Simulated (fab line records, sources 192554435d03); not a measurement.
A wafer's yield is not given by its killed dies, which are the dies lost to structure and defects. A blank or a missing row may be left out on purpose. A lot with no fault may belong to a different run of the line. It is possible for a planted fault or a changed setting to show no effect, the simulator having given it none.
Split-lot experiment :: flow n5 finfet :: on a route of 1938 steps: 7 lots, 21 wafers read

== THE SPLIT ==
At N5_BEOL_M11_COAT_60 (time 60 s, resist thk 30 nm), the setting spin rpm was moved away from the recipe's 1500 rpm on 4 of the 21 wafers read, by +4.2% to +9.8%. For the rest of the wafers, this setting stayed at what the recipe calls for.

== FROM THE SPLIT TO THE READING: what the file shows between them, 3 steps ==
- N5_BEOL_M11_COAT_05: resist thk 90 nm
- N5_BEOL_M11_EBR_07
- N5_BEOL_M11_DESCUM_16: chemistry O2, time 7.9 s

== THE READING ==
CAR-ArF_of_BEOL_M11_COAT_05.thk nm (the simulator's own value, which no gauge read), in nm, at N5_BEOL_M11_ETCH_61 (etches SiARC in CF4, target depth 39 nm, time 65 s). The file does not state a usual value for it. Average 55.6 nm, standard deviation 0.22 nm, over the 17 wafers here run with the recipe.

wafer: L079.1
tool, chamber at the split: litho track-04, 0
spin rpm as run, rpm: 1500
against the recipe: recipe
CAR-ArF_of_BEOL_M11_COAT_05.thk nm, nm: 55.6
against lot-mates on the recipe: -

wafer: L079.3
tool, chamber at the split: litho track-04, 0
spin rpm as run, rpm: 1647
against the recipe: +9.8%
CAR-ArF_of_BEOL_M11_COAT_05.thk nm, nm: 56.8
against lot-mates on the recipe: +1.3

wafer: L079.5
tool, chamber at the split: litho track-04, 0
spin rpm as run, rpm: 1500
against the recipe: recipe
CAR-ArF_of_BEOL_M11_COAT_05.thk nm, nm: 55.4
against lot-mates on the recipe: -

wafer: L080.2
tool, chamber at the split: litho track-04, 0
spin rpm as run, rpm: 1500
against the recipe: recipe
CAR-ArF_of_BEOL_M11_COAT_05.thk nm, nm: 55.6
against lot-mates on the recipe: -

wafer: L080.4
tool, chamber at the split: litho track-04, 0
spin rpm as run, rpm: 1500
against the recipe: recipe
CAR-ArF_of_BEOL_M11_COAT_05.thk nm, nm: 55.8
against lot-mates on the recipe: -

wafer: L080.5
tool, chamber at the split: litho track-04, 0
spin rpm as run, rpm: 1500
against the recipe: recipe
CAR-ArF_of_BEOL_M11_COAT_05.thk nm, nm: 55.6
against lot-mates on the recipe: -

wafer: L084.2
tool, chamber at the split: litho track-02, 0
spin rpm as run, rpm: 1500
against the recipe: recipe
CAR-ArF_of_BEOL_M11_COAT_05.thk nm, nm: 56
against lot-mates on the recipe: -

wafer: L084.3
tool, chamber at the split: litho track-02, 0
spin rpm as run, rpm: 1500
against the recipe: recipe
CAR-ArF_of_BEOL_M11_COAT_05.thk nm, nm: 55.6
against lot-mates on the recipe: -

wafer: L084.4
tool, chamber at the split: litho track-02, 0
spin rpm as run, rpm: 1563
against the recipe: +4.2%
CAR-ArF_of_BEOL_M11_COAT_05.thk nm, nm: 56.2
against lot-mates on the recipe: +0.4

wafer: L089.2
tool, chamber at the split: litho track-04, 0
spin rpm as run, rpm: 1500
against the recipe: recipe
CAR-ArF_of_BEOL_M11_COAT_05.thk nm, nm: 55.4
against lot-mates on the recipe: -

wafer: L089.3
tool, chamber at the split: litho track-04, 0
spin rpm as run, rpm: 1500
against the recipe: recipe
CAR-ArF_of_BEOL_M11_COAT_05.thk nm, nm: 55.8
against lot-mates on the recipe: -

wafer: L089.6
tool, chamber at the split: litho track-04, 0
spin rpm as run, rpm: 1500
against the recipe: recipe
CAR-ArF_of_BEOL_M11_COAT_05.thk nm, nm: 55.6
against lot-mates on the recipe: -

wafer: L091.3
tool, chamber at the split: litho track-03, 0
spin rpm as run, rpm: 1500
against the recipe: recipe
CAR-ArF_of_BEOL_M11_COAT_05.thk nm, nm: 55.4
against lot-mates on the recipe: -

wafer: L091.5
tool, chamber at the split: litho track-03, 0
spin rpm as run, rpm: 1500
against the recipe: recipe
CAR-ArF_of_BEOL_M11_COAT_05.thk nm, nm: 55.6
against lot-mates on the recipe: -

wafer: L091.6
tool, chamber at the split: litho track-03, 0
spin rpm as run, rpm: 1500
against the recipe: recipe
CAR-ArF_of_BEOL_M11_COAT_05.thk nm, nm: 55.2
against lot-mates on the recipe: -

wafer: L097.2
tool, chamber at the split: litho track-02, 0
spin rpm as run, rpm: 1610
against the recipe: +7.3%
CAR-ArF_of_BEOL_M11_COAT_05.thk nm, nm: 56.2
against lot-mates on the recipe: +0.8

wafer: L097.4
tool, chamber at the split: litho track-02, 0
spin rpm as run, rpm: 1610
against the recipe: +7.3%
CAR-ArF_of_BEOL_M11_COAT_05.thk nm, nm: 56.6
against lot-mates on the recipe: +1.2

wafer: L097.6
tool, chamber at the split: litho track-02, 0
spin rpm as run, rpm: 1500
against the recipe: recipe
CAR-ArF_of_BEOL_M11_COAT_05.thk nm, nm: 55.4
against lot-mates on the recipe: -

wafer: L096.1
tool, chamber at the split: litho track-04, 0
spin rpm as run, rpm: 1500
against the recipe: recipe
CAR-ArF_of_BEOL_M11_COAT_05.thk nm, nm: 55.8
against lot-mates on the recipe: -

wafer: L096.4
tool, chamber at the split: litho track-04, 0
spin rpm as run, rpm: 1500
against the recipe: recipe
CAR-ArF_of_BEOL_M11_COAT_05.thk nm, nm: 55.8
against lot-mates on the recipe: -

wafer: L096.5
tool, chamber at the split: litho track-04, 0
spin rpm as run, rpm: 1500
against the recipe: recipe
CAR-ArF_of_BEOL_M11_COAT_05.thk nm, nm: 56
against lot-mates on the recipe: -

THE FIT
A straight line over all 21 wafers: CAR-ArF_of_BEOL_M11_COAT_05.thk nm changes by +0.114 nm for each +1% of spin rpm; r = +0.85; the points scatter about the line by 0.22 nm.
The same after taking each lot's own level away (the mean of its wafers on the recipe; 21 wafers): +0.132 nm for each +1%; r = +0.94; scatter 0.15 nm.
The reading moves by 1.3 nm for the largest change in spin rpm, on that fit.
From 55.40 to 55.87 nm: that is the span of the lots' own levels, equal to 2.2 times the standard deviation above.
So the lot-to-lot level changes the slope: the two fits differ.
Check: with one of the wafers moved furthest among these (+9.8%) left out of the fit, the line predicts +1.28 nm for it against its lot-mates. It came out at +1.3 nm against them.

== OTHER SPLITS APPLIED TO THESE WAFERS ==
These wafers also went through other splits before the reading. Each is held against what the fit with the lots' levels taken away leaves over:
other split on the same wafers: N5_BEOL_M6_EXPOSE_25 dose mj
wafers away from the commonest value: 7
r with CAR-ArF_of_BEOL_M11_COAT_05.thk nm (lot level and that fit taken away): +0.03

other split on the same wafers: N5_BEOL_M6_ETCH_66 bias w
wafers away from the commonest value: 9
r with CAR-ArF_of_BEOL_M11_COAT_05.thk nm (lot level and that fit taken away): +0.34

other split on the same wafers: N5_BEOL_M9_ILD_DEP_00 time s
wafers away from the commonest value: 7
r with CAR-ArF_of_BEOL_M11_COAT_05.thk nm (lot level and that fit taken away): -0.16

other split on the same wafers: N5_BEOL_M9_DEP_56 time s
wafers away from the commonest value: 8
r with CAR-ArF_of_BEOL_M11_COAT_05.thk nm (lot level and that fit taken away): +0.20

== THE WHOLE CHAIN: every reading that the file lists as answering this split, in the file's order ==
step: N5_BEOL_M11_COAT_60
what it does: time 60 s, resist thk 30 nm
reading: SiARC_of_BEOL_M11_COAT_60.thk nm (the simulator's own value, which no gauge read)
change (the file's fit): -0.135 nm for each +1% of the setting
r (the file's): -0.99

step: N5_BEOL_M11_ETCH_61
what it does: etches SiARC in CF4, target depth 39 nm, time 65 s
reading: etch.depth nm (the simulator's own value, which no gauge read)
change (the file's fit): -0.142 nm for each +1% of the setting
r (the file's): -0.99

step: N5_BEOL_M11_ETCH_61
what it does: etches SiARC in CF4, target depth 39 nm, time 65 s
reading: CAR-ArF_of_BEOL_M11_COAT_05.thk nm (the simulator's own value, which no gauge read)
change (the file's fit): +0.13 nm for each +1% of the setting
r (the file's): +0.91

== FILE'S OWN FIT ==
CAR-ArF_of_BEOL_M11_COAT_05.thk nm changes by +0.13 nm for each +1% of spin rpm, r = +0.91.
